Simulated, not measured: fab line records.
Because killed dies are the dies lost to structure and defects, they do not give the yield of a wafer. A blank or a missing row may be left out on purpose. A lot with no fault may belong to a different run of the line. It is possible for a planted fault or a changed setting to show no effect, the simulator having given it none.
Matching of chambers -- flow n5_finfet -- N5_SD_EPI_P_ETCH_47 on rie_diel-05: 4 sister chambers
The step etches SiOCN in CH3F/O2, target depth 25 nm. 18 wafers are shown with their chamber, then 9 later ones without.

WAFERS WITH THEIR CHAMBER
wafer,chamber,drypump_motor_current_A (A),showerhead_plenum_p_Torr (Torr),oes_product_au (a.u.)
L808.2,0,5.5,2.07,0.73
L808.3,1,5.6,1.94,0.81
L808.6,0,5.4,2.07,0.73
L809.2,0,5.5,2.07,0.73
L809.5,1,5.6,1.94,0.80
L809.6,0,5.5,2.07,0.73
L814.1,3,6.3,1.93,0.83
L814.3,0,5.4,2.07,0.72
L814.4,2,6.5,1.97,0.96
L815.1,3,6.3,1.93,0.83
L815.3,0,5.4,2.06,0.73
L815.5,2,6.5,1.97,0.97
L818.3,3,6.3,1.93,0.82
L818.4,2,6.5,1.97,0.94
L818.5,3,6.3,1.93,0.82
L819.1,0,5.4,2.06,0.72
L819.4,1,5.6,1.93,0.79
L819.5,2,6.5,1.97,0.94

SIGNATURES (averages over the wafers above)
reading,chamber 0,chamber 1,chamber 2,chamber 3,scatter within a chamber
drypump_motor_current_A,5.443,5.600,6.500,6.300,0.035
showerhead_plenum_p_Torr,2.0671,1.9367,1.9700,1.9300,0.00387
oes_product_au,0.7271,0.8000,0.9525,0.8250,0.00894
Rule: distance of a wafer from a chamber = root of the sum over the readings of ((wafer's reading minus chamber's mean) / reading's scatter) squared. If the next closest chamber is less than 2 further off than the closest, the wafer can't be placed; otherwise it belongs to the closest. The scatter: take each reading less its chamber's mean, square it, sum over the shown wafers, divide by the number of wafers less the number of chambers, and take the root.

WAFERS WHOSE CHAMBER IS MISSING
wafer,drypump_motor_current_A (A),showerhead_plenum_p_Torr (Torr),oes_product_au (a.u.)
L821.3,6.3,1.93,0.83
L821.4,6.4,1.97,0.93
L821.6,5.6,1.93,0.79
L823.1,6.5,1.97,0.91
L823.4,6.3,1.93,0.81
L825.1,5.6,1.93,0.77
L825.4,5.6,1.93,0.76
L827.5,5.4,2.06,0.72
L827.6,6.4,1.92,0.80

WHICH CHAMBER EACH ONE RAN IN
wafer,from the rows above,in truth
L821.3,3,3
L821.4,2,2
L821.6,1,1
L823.1,2,2
L823.4,3,3
L825.1,1,1
L825.4,1,1
L827.5,0,0
L827.6,3,3
Placed correctly: 9 of 9. From these rows, 0 cannot be placed. Placed wrongly: 0.
